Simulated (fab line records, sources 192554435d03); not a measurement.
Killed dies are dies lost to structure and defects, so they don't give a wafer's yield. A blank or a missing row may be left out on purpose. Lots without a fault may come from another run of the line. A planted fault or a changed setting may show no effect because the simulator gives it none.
Chamber matching | flow n5_finfet | N5_BEOL_M5_CMP_52 on cmp-03: 4 sister chambers
The step polishes, stops on SiCOH lowk, t overpolish 6.9 s, target thk 62 nm. 4 wafers are shown with their chamber, then 9 later ones without.

WAFERS WITH THEIR CHAMBER
wafer  | chamber | motor_current_A (A)
L084.5 | 0       | 6.1
L085.6 | 1       | 6.4
L087.3 | 3       | 4.9
L087.5 | 2       | 5.8

WAFERS WITHOUT THEIR CHAMBER
wafer  | motor_current_A (A)
L090.4 | 5.0
L090.5 | 5.7
L090.6 | 6.6
L089.2 | 6.4
L089.5 | 6.2
L089.6 | 5.7
L096.1 | 4.8
L096.3 | 6.1
L096.5 | 6.2

WHICH CHAMBER EACH WENT THROUGH
wafer  | from the rows above     | in truth
L090.4 | 3                       | 3
L090.5 | 2                       | 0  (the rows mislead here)
L090.6 | 1                       | 1
L089.2 | 1                       | 1
L089.5 | can't be placed: 0 or 1 | 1
L089.6 | 2                       | 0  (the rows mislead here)
L096.1 | 3                       | 3
L096.3 | 0                       | 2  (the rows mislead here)
L096.5 | can't be placed: 0 or 1 | 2
Placed correctly: 4 of 9. Can't be placed from these rows: 2 (the true chamber is among the candidates in 1). Placed wrongly: 3.
How it was worked out, from the rows above alone: a wafer's distance from a chamber is the root of the sum, over the readings, of the square of ((its reading less the chamber's mean) divided by the reading's scatter). The wafer belongs to the nearest chamber; if the next one is less than 2 further off, it can't be placed. A chamber's mean is the mean of its shown wafers. The scatter: with one shown wafer a chamber, the root of the mean of the squares of how far each hidden wafer lies from its nearest shown one.
